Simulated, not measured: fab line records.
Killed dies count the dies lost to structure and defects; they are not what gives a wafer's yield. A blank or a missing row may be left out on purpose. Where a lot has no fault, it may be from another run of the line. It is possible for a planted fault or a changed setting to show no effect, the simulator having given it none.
Matching of chambers | flow n5Finfet | N5_BEOL_M0_PRE_CLEAN_131 on cvdCo-01: 3 sister chambers
The step time 15 s. 18 wafers are shown with their chamber, then 9 later ones without.

## EACH WAFER AND ITS CHAMBER
wafer  | chamber | heaterPowerW (W)
L289.2 | 2       | 99
L289.3 | 0       | 77
L289.6 | 1       | 74
L290.2 | 2       | 95
L290.4 | 1       | 72
L290.5 | 0       | 77
L292.3 | 0       | 78
L292.5 | 2       | 97
L292.6 | 0       | 79
L303.3 | 2       | 99
L303.5 | 1       | 75
L303.6 | 2       | 98
L305.2 | 1       | 73
L305.3 | 2       | 97
L305.4 | 0       | 79
L307.1 | 0       | 77
L307.2 | 1       | 71
L307.3 | 2       | 96

SIGNATURES (means of the wafers above)
reading      | chamber 0 | chamber 1 | chamber 2 | scatter within a chamber
heaterPowerW | 77.83     | 73.00     | 97.29     | 1.37
Rule: distance of a wafer from a chamber = root of the sum over the readings of ((wafer's reading minus chamber's mean) / reading's scatter) squared. If the next closest chamber is less than 2 further off than the closest, the wafer can't be placed; otherwise it belongs to the closest. How the scatter is found: for the shown wafers, subtract from each reading the mean of its chamber, square and add these, divide the total by (wafers less chambers), then take the root.

## WAFERS WITHOUT THEIR CHAMBER
wafer  | heaterPowerW (W)
L309.1 | 71
L309.4 | 74
L309.5 | 78
L311.1 | 73
L311.3 | 79
L311.4 | 72
L312.3 | 97
L312.5 | 100
L312.6 | 74

## EACH ONE'S CHAMBER
wafer  | from the rows above | in truth
L309.1 | 1                   | 1
L309.4 | 1                   | 1
L309.5 | 0                   | 0
L311.1 | 1                   | 1
L311.3 | 0                   | 0
L311.4 | 1                   | 1
L312.3 | 2                   | 2
L312.5 | 2                   | 2
L312.6 | 1                   | 1
9 of 9 placed correctly. Left unplaced by these rows: 0. Wrongly placed: 0.
